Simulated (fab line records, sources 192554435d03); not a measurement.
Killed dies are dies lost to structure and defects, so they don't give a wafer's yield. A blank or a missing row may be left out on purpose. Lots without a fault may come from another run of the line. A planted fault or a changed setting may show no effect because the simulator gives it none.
Which tool did it? | flow n5_finfet | 12 lots, 36 wafers sampled, at 5 steps of a route of 1938

WHAT THE GAUGES READ, wafer by wafer
N5_GATE_CUT_INSPECT_15: inspects for defects (brightfield).
lot  | measured     | on                | raw_defect_count
L075 | day 4 16:17  | defect_inspect-02 | 117 188 164
L077 | day 5 04:46  | defect_inspect-02 | 115 107 101
L079 | day 5 19:11  | defect_inspect-01 | 120 157 136
L081 | day 6 06:02  | defect_inspect-01 | 116 179 130
L083 | day 6 16:22  | defect_inspect-01 | 91 70 106
L085 | day 7 09:31  | defect_inspect-01 | 94 76 91
L087 | day 7 19:49  | defect_inspect-01 | 139 90 110
L089 | day 8 06:31  | defect_inspect-01 | 128 146 99
L091 | day 8 21:03  | defect_inspect-01 | 199 139 115
L093 | day 9 06:55  | defect_inspect-02 | 112 110 151
L095 | day 9 19:22  | defect_inspect-01 | 118 152 125
L097 | day 10 04:58 | defect_inspect-01 | 128 101 102

WHICH TOOL RAN EACH LOT (tool, then ch and the chambers of the sampled wafers, then the start)
lot  | N5_HKMG_FIN_STRIP_92              | N5_HKMG_FIN_ETCH_67               | N5_GATE_CUT_VAPOR_ETCH_60         | N5_GATE_CUT_SAC_CAP_01
L075 | rie_diel-03 ch 0,1, day 4 08:12   | rie_diel-05 ch 0,2,3, day 4 10:21 | rie_metal-03 ch 0, day 4 12:37    | ald_sin-02 ch 0,2,3, day 4 13:16
L077 | rie_diel-05 ch 1,3, day 4 20:50   | rie_diel-03 ch 0,1,3, day 4 22:51 | rie_metal-01 ch 0,1, day 5 01:07  | ald_sin-03 ch 1,3, day 5 01:37
L079 | rie_diel-05 ch 0,2,3, day 5 11:23 | rie_diel-05 ch 0,2,3, day 5 13:24 | rie_metal-03 ch 0,1, day 5 15:40  | ald_sin-04 ch 0,1,3, day 5 16:02
L081 | rie_diel-05 ch 1,2, day 5 21:26   | rie_diel-02 ch 1,3, day 5 23:30   | rie_metal-02 ch 0, day 6 01:47    | ald_sin-02 ch 1,2,3, day 6 02:53
L083 | rie_diel-02 ch 1,2, day 6 08:38   | rie_diel-02 ch 1,2,3, day 6 10:42 | rie_metal-01 ch 0,1, day 6 12:58  | ald_sin-04 ch 0,1,3, day 6 13:20
L085 | rie_diel-05 ch 0,2,3, day 7 01:47 | rie_diel-02 ch 1,2,3, day 7 03:46 | rie_metal-01 ch 0,1, day 7 06:01  | ald_sin-03 ch 0,1,2, day 7 06:24
L087 | rie_diel-02 ch 0,2, day 7 12:08   | rie_diel-05 ch 2,3, day 7 14:09   | rie_metal-01 ch 0,1, day 7 16:25  | ald_sin-04 ch 0,2,3, day 7 16:47
L089 | rie_diel-05 ch 0,1,2, day 7 22:23 | rie_diel-03 ch 1,2,3, day 8 00:32 | rie_metal-01 ch 0,1, day 8 02:50  | ald_sin-04 ch 0,1,3, day 8 03:20
L091 | rie_diel-05 ch 1,2,3, day 8 12:56 | rie_diel-05 ch 0,1,2, day 8 15:02 | rie_metal-03 ch 1, day 8 17:38    | ald_sin-04 ch 0,1,2, day 8 18:02
L093 | rie_diel-03 ch 1,2,3, day 8 22:28 | rie_diel-02 ch 0,3, day 9 00:42   | rie_metal-02 ch 0,1, day 9 03:13  | ald_sin-02 ch 0,3, day 9 03:46
L095 | rie_diel-02 ch 0,1, day 9 11:42   | rie_diel-05 ch 1,2, day 9 13:40   | rie_metal-02 ch 0,1, day 9 15:56  | ald_sin-04 ch 0,1, day 9 16:19
L097 | rie_diel-05 ch 0,1,2, day 9 21:16 | rie_diel-05 ch 1,3, day 9 23:16   | rie_metal-03 ch 0,1, day 10 01:32 | ald_sin-03 ch 0,3, day 10 01:55
- N5_HKMG_FIN_STRIP_92: strips SOC in N2/H2, time 20 s.
- N5_HKMG_FIN_ETCH_67: etches SOC in N2/H2, stops on TiN, target depth 388.9 nm.
- N5_GATE_CUT_VAPOR_ETCH_60: etches HfO2 in BCl3/Cl2.
- N5_GATE_CUT_SAC_CAP_01: material SiNx, target thk 24 nm, pulse time 1 s, ald cycles 480.

THE ANSWER, worked out from the rows above alone
Rule: what is usual is taken from the lots themselves. Put in order of their means at a reading, lots are off if they are a third of the lots or fewer, leave a main group of 4 or more, and stand apart from it by a gap of 3 or more times the standard deviation of the main group's means; of several such gaps the widest counts. A main group whose means are all the same, to the digits that the tables above print for the reading, isn't used. A lot without any number at a reading at which 4 lots or more have one is off too. The other lots that the step has rows for count as sound.
No lot is off at any reading shown: from this, nothing can be told.

WHAT THE SIMULATOR HAD PUT IN
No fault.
